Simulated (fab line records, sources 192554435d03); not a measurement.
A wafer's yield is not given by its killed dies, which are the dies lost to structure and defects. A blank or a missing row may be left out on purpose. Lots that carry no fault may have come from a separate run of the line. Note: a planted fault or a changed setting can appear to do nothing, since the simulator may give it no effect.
Code-filled problem report in 8D (eight disciplines) form    flow n5_finfet    the parts of the form that need people (team, actions taken, sign-off) are left out

## 1. PROBLEM STATEMENT
At N5_PASSIVATION_PECVD_53, susceptor_temp_C averages 429.38 C over 2 wafers from 2 lots, while fault-free wafers read 399.99 C, standard deviation 0.22. That is +99 or more standard deviations from the usual mean.
The step: deposits SiO2 from TEOS/O2, target thk 800 nm, time 169.4 s.
Seen first at day 14 00:02 on pecvd-03, wafer L528.4. Wafers with a number at this step in the record: 18, from 6 lots. By rule, "out" or "out of limits" means more than 4 standard deviations away from the usual mean. All remaining wafers that have a number are taken as sound.

## 2. WHAT THIS IS AND IS NOT
question                     is                 is not
which readings at this step  susceptor_temp_C   -
which lots                   L528, L529         L522, L538, L539, L543
which wafers of those lots   L528.4, L529.5     L528.1, L528.6, L529.2, L529.4
read on which tools          pecvd-03           pecvd-04
when                         from day 14 00:02  up to then (5 sound wafers); but 11 sound wafers of L529, L538, L539, L543 came after

## 3. THE SUSPECTS, EACH WITH WHAT RULES IT OUT
Counting: if a tool at a process step up to the reading ran every lot that is out, it stays a suspect. Sound lots after the first of them don't rule it out here, since some wafers of a struck lot are sound.
- pecvd-03 at N5_PASSIVATION_PECVD_53 (deposits SiO2 from TEOS/O2, target thk 800 nm, time 169.4 s): kept. It ran every lot that is out, first L528 (day 14 00:02). Its own readings are out on those wafers: susceptor_temp_C.
- Within pecvd-03 at N5_PASSIVATION_PECVD_53: the wafers that are out ran in chamber 1; their sound lot-mates ran in chambers 0, 2.
After counting, what remains is pecvd-03 at N5_PASSIVATION_PECVD_53.

## 4. THE CAUSE (what the simulator had put in)
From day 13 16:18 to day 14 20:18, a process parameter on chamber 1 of pecvd-03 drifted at N5_PASSIVATION_PECVD_53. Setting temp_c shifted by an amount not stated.
This tool alone remained once counting was done.

## 5. THE CHAIN OF EFFECTS, in route order
Rows list readings where the struck wafers' mean (over those with a number) sits beyond 3 standard deviations from the usual. Scope: only readings with a usual standard deviation given in the record; hours: median across lots of the time from each lot's start at the first step in this table that gives one to its start at this step; sigmas: change in usual standard deviations.
hours  step                     reading           usual     on struck wafers  change  sigmas
0      N5_PASSIVATION_PECVD_53  susceptor_temp_C  399.99 C  429.38            +29.38  +99 or more
Here are the process steps it includes:
- N5_PASSIVATION_PECVD_53: deposits SiO2 from TEOS/O2, target thk 800 nm, time 169.4 s.

## 6. HOW IT WOULD HAVE BEEN CAUGHT EARLIER
The fault began at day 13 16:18; the first out-of-limits reading in this record came at day 14 00:02, 8 hours later.
